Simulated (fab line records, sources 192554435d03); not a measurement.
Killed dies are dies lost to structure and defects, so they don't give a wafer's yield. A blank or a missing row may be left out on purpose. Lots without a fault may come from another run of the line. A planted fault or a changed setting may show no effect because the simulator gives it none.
A struck lot beside a sound one | flow n5_finfet | 29 steps out of a route of 1938
Sound: wafers L136.1, L136.2, L136.4. Struck: wafers L134.4, L134.5. The cause comes at the end.
At each step with rows: each side's tool, then ch and its chambers, then its first start. Under that, the readings that differ: sound wafers | struck wafers | difference of the means | sigmas: that difference in standard deviations of wafers without a fault.
alike: readings whose means differ by less than 2 such deviations, and words and numbers that are the same on both sides. not compared: withheld readings, readings that some wafer has no value for, bounds like >300 that may hide the same value, and numbers for which the record gives no deviation and whose values overlap.
The two part at a step that has a row with sigmas, a row that says differs or no value, or rows on one side only. Numbers that don't overlap but have no deviation are shown without sigmas and don't part them. A reading that every wafer of one side lacks parts them only if that side has two wafers or more.

first, 9 steps without rows for these wafers: N5_BEOL_M0_SAQP_EXPOSE_37 (exposes mask M0 CUT1, target cd 30 nm); N5_BEOL_M0_SAQP_PEB_38 (peb time 60 s); N5_BEOL_M0_SAQP_DEVELOP_39 (develop time 30 s); N5_BEOL_M0_SAQP_DESCUM_45 (chemistry O2, time 7 s); N5_BEOL_M0_SAQP_ETCH_88 (etches underlayer in N2/H2, target depth 6.5 nm, time 5.2 s); N5_BEOL_M0_SAQP_ETCH_73 (etches SiARC in CF4, target depth 19.5 nm, time 32.5 s); N5_BEOL_M0_SAQP_CUT_ETCH_46 (etches SOC in N2/H2, target depth 135 nm, overetch 27 nm, time 202.5 s); N5_BEOL_M0_SAQP_STRIP_74 (strips in N2/H2); N5_BEOL_M0_SAQP_STRIP_89 (strips in N2/H2).
N5_BEOL_M0_SAQP_ALD_48: deposits SiO2, target thk 20 nm, pulse time 1 s, co reactant pulse time 1 s.
  sound on ald_sin-02 ch 0,2,3, day 10 15:22; struck on ald_sin-01 ch 1,2, day 10 07:17
  reading                                       | sound       | struck    | difference | sigmas
  ald_cycles                                    | 139 139 139 | 235 235   | +96        |
  model.SiO2_of_BEOL_M0_SAQP_ALD_48.thk_nm (nm) | 19.8 20 20  | 33.8 33.8 | +13.9      |
  alike: heater_power_w, precursor_pulse_height_rel
then, 15 steps without rows for these wafers: N5_BEOL_M0_SAQP_ETCH_49 (etches SiO2 in CF4/O2, target depth 37 nm); N5_BEOL_M0_SAQP_STRIP_75 (strips in CF4); N5_BEOL_M0_CUTY_COAT_50 (time 60 s, resist thk 15 nm); N5_BEOL_M0_CUTY_COAT_51 (resist thk 150 nm); N5_BEOL_M0_CUTY_EBR_52; N5_BEOL_M0_CUTY_SOFTBAKE_53 (time 60 s); N5_BEOL_M0_CUTY_EXPOSE_54 (exposes mask M0 ABLK); N5_BEOL_M0_CUTY_PEB_55 (peb time 60 s); N5_BEOL_M0_CUTY_DEVELOP_56 (develop time 30 s); N5_BEOL_M0_CUTY_DESCUM_61 (chemistry O2, time 7.9 s); N5_BEOL_M0_CUTY_ETCH_62 (etches SiARC in CF4, time 58.5 s); N5_BEOL_M0_CUTY_ETCH_63 (etches SOC in N2/H2, target depth 82.7 nm, overetch 16.5 nm, time 124 s); N5_BEOL_M0_CUTY_STRIP_64 (strips in N2/H2); N5_BEOL_M0_ETCH_138 (etches SiCN in CH3F/O2, target depth 12 nm, time 31.6 s); N5_BEOL_M0_HM_OPEN_105 (chemistry Cl2/BCl3, target TiN, target depth 12 nm).
N5_BEOL_M0_STRIP_140: strips in CF4.
  sound on rie_diel-06 ch 0,1,2, day 10 19:28; struck on rie_diel-05 ch 0,1, day 10 09:37
  reading                                       | sound        | struck  | difference | sigmas
  model.SiO2_of_BEOL_M0_SAQP_ALD_48.thk_nm (nm) | 11.2 11.2 12 | 19 18.8 | +7         |
  alike: drypump_motor_current_A, oes_product_au, rf_vpp_V, showerhead_plenum_p_Torr, throttle_valve_pct
  not compared: rf_hours_counter_h
then, 1 step without rows for these wafers: N5_BEOL_M0_STRIP_104 (strips in N2/H2).
-- the record jumps here: 2 days lie between the struck wafers' starts before and after (it left off in module BEOL_M0 and takes up again in module BEOL_M4, whose first step shown is number 1111 of the route) --
N5_BEOL_M4_RC_MEAS_101:
  sound on prober-01 ch 0, day 13 15:07; struck on prober-01 ch 0, day 12 15:38
  alike: DIBL_N, DIBL_P, IOFF_N, IOFF_P, ION_N, ION_P, SS_N, SS_P, VT_N, VT_P
-- the record jumps here: 4 days lie between the struck wafers' starts before and after (it left off in module BEOL_M4 and takes up again in module PASSIVATION, whose first step shown is number 1936 of the route) --
N5_PASSIVATION_PROBE_49:
  sound on prober-02, day 18 03:36; struck on prober-02, day 17 01:22
  alike: defect_limited_yield, killed_at_M0_to_M3, killed_at_M4_up, killed_at_contacts, killed_at_front_end, killed_at_other, killed_dies, killed_open, killed_short, sort_bin_5_function, sort_bin_6_memory, sort_n_pass, sort_yield_pct

WHERE THEY PART
Nowhere in this record.

WHY: what the simulator had put in
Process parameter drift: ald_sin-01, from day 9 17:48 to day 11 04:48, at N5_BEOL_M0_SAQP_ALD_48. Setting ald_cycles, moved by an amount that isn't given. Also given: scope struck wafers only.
